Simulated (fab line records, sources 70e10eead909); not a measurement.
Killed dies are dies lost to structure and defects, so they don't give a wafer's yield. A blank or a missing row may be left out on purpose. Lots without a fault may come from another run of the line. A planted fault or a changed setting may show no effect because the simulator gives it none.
Chamber matching | flow nand_harc | NHARC_A_STAIRCASE_ALD_415 on ald_hk-02: 4 sister chambers
The step deposits SiO2, target thk 30 nm, pulse time 6 s, ald cycles 300. 4 wafers are shown with their chamber, then 12 later ones without.

WAFERS WITH THEIR CHAMBER
wafer  | chamber | heater_power_w (W)
L089.4 | 3       | 477
L090.1 | 0       | 533
L090.4 | 1       | 501
L090.5 | 2       | 384

WAFERS WITHOUT THEIR CHAMBER
wafer  | heater_power_w (W)
L092.1 | 371
L092.2 | 559
L092.6 | 488
L092.3 | 489
L092.4 | 473
L092.5 | 549
L095.2 | 475
L095.3 | 486
L095.6 | 472
L095.1 | 367
L095.4 | 542
L095.5 | 535

WHICH CHAMBER EACH WENT THROUGH
wafer  | from the rows above     | in truth
L092.1 | 2                       | 2
L092.2 | 0                       | 0
L092.6 | can't be placed: 3 or 1 | 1
L092.3 | can't be placed: 1 or 3 | 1
L092.4 | can't be placed: 3 or 1 | 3
L092.5 | 0                       | 0
L095.2 | can't be placed: 3 or 1 | 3
L095.3 | can't be placed: 3 or 1 | 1
L095.6 | can't be placed: 3 or 1 | 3
L095.1 | 2                       | 2
L095.4 | 0                       | 0
L095.5 | 0                       | 0
Placed correctly: 6 of 12. Can't be placed from these rows: 6 (the true chamber is among the candidates in 6). Placed wrongly: 0.
How it was worked out, from the rows above alone: a wafer's distance from a chamber is the root of the sum, over the readings, of the square of ((its reading less the chamber's mean) divided by the reading's scatter). The wafer belongs to the nearest chamber; if the next one is less than 2 further off, it can't be placed. A chamber's mean is the mean of its shown wafers. The scatter: with one shown wafer a chamber, the root of the mean of the squares of how far each hidden wafer lies from its nearest shown one.
